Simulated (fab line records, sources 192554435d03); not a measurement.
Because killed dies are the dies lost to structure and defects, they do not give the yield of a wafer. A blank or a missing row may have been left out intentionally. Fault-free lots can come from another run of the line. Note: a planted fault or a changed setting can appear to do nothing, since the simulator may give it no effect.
Struck lot and sound lot, side by side | flow n5Finfet | 20 steps out of a route of 1938
Sound: these wafers, L964.3, L964.4, L964.5. Struck: wafers L957.2, L957.3, L957.5. The cause comes at the end.
Per side, at each step with rows, come the tool, then ch with its chambers, and then its first start. Under that, the readings that differ: sound wafers | struck wafers | difference of the means | sigmas: that difference in standard deviations of wafers without a fault.
alike: words and numbers the same on both sides, and readings whose means are apart by under 2 such deviations; not compared: readings that were withheld, readings missing a value for some wafer, numbers with overlapping values and no deviation given by the record, and bounds like >300 which may hide the same value.
A row with sigmas, a row that says differs or no value, or rows on one side alone: a step with any of these is where the two part. Numbers that have no deviation but don't overlap get no sigmas and don't part them. A reading that every wafer of one side lacks parts them only if that side has two wafers or more.

N5_WELL_APT_RTA_34: time 10 s.
  sound on rtpAnneal-02 ch 0, day 4 22:19; struck on rtpAnneal-01 ch 0, day 3 04:26
  alike: lampPowerPct, wafer_temp_C_max
then, 4 steps without rows for these wafers: N5_WELL_APT_OXIDE_STRIP_42 (strips SiO2 in dHF, time 45 s, target depth 12 nm); N5_WELL_APT_PRECLEAN_36 (cleans in O3/DIW, time 45 s); N5_WELL_APT_PRECLEAN_39 (cleans in dHF, time 60 s); N5_WELL_APT_SRD_37 (time 30 s).
N5_WELL_APT_EPI_41: deposits Si from SiH4/H2, target thk 50 nm, time 297.7 s.
  sound on epiRpcvd-04 ch 0, day 4 22:43; struck on epiRpcvd-02 ch 0, day 3 04:46
  alike: chamberPressureTorr, throttleValvePct
N5_WELL_APT_INSPECT_38: inspects for defects (darkfield).
  sound on defectInspect-01 at day 4 23:08; struck on defectInspect-02 at day 3 05:18
  alike: rawDefectCount
N5_PMOS_HMC_CHANNEL_EPI_HM_DEP_34: deposits SiO2 from TEOS/O2, target thk 36 nm, time 6.9 s.
  sound on pecvd-03 ch 1,2, day 4 23:11; struck on pecvd-03 ch 0,1,2, day 3 05:20
  alike: chamberPressureTorr, heaterPowerW, rfFwdPowerW, showerheadPlenumPTorr, throttleValvePct
then, 4 steps without rows for these wafers: N5_PMOS_HMC_CHANNEL_EPI_COAT_31 (time 60 s, resist thk 66 nm); N5_PMOS_HMC_CHANNEL_EPI_COAT_03 (resist thk 205 nm); N5_PMOS_HMC_CHANNEL_EPI_EBR_05; N5_PMOS_HMC_CHANNEL_EPI_SOFTBAKE_04 (time 60 s).
N5_PMOS_HMC_CHANNEL_EPI_EXPOSE_06: exposes mask PMOS HMC BLK, target cd 240 nm.
  sound on arfiScanner-03 ch 0, day 4 23:22; struck on arfiScanner-02 ch 0, day 3 05:30
reading                                    | sound             | struck            | difference | sigmas
model.PMOS_HMC_CHANNEL_EPI.overlayXNm (nm) | 0.212 0.212 0.212 | 66.07 66.07 66.07 | +65.86     | 
  alike: mask
then, 2 steps without rows for these wafers: N5_PMOS_HMC_CHANNEL_EPI_PEB_07 (peb time 60 s); N5_PMOS_HMC_CHANNEL_EPI_DEVELOP_08 (develop time 30 s).
N5_PMOS_HMC_CHANNEL_EPI_CD_MEAS_09: the cd target is 237.4 nm.
  sound on cdSem-03 ch 0, day 4 23:28; struck on cdSem-01 ch 0, day 3 05:37
  alike: cdNm
N5_PMOS_HMC_CHANNEL_EPI_OVL_MEAS_10:
  sound on overlay-02 ch 0, day 4 23:30; struck on overlay-01 ch 0, day 3 05:39
reading               | sound        | struck         | difference | sigmas
PMOS_HMC_BLK_OVL (nm) | 0.5 -0.2 0.1 | 75.5 72.8 72.8 | +73.6      | +90
N5_PMOS_HMC_CHANNEL_EPI_INSPECT_11: inspects for defects (macro).
  sound on defectInspect-02 at day 4 23:32; struck on defectInspect-01 at day 3 05:40
  alike: rawDefectCount
-- the record jumps here: 6 days lie between the struck wafers' starts before and after (it left off in module PMOS_HMC_CHANNEL_EPI and takes up again in module BEOL_M4, whose first step shown is number 1111 of the route) --
N5_BEOL_M4_RC_MEAS_101:
  sound on prober-02 ch 0, day 11 09:58; struck on prober-01 ch 0, day 9 05:07
  alike: DIBL_N, DIBL_P, IOFF_N, IOFF_P, ION_N, ION_P, SS_N, SS_P, VT_N, VT_P
N5_PASSIVATION_PROBE_49:
  rows exist in the record for the sound wafers here (prober-02, day 15 15:29), none for the struck ones

## WHERE THEY PART
At N5_PMOS_HMC_CHANNEL_EPI_OVL_MEAS_10 first; at N5_PASSIVATION_PROBE_49 last (within this record only).

WHY: what the simulator had put in
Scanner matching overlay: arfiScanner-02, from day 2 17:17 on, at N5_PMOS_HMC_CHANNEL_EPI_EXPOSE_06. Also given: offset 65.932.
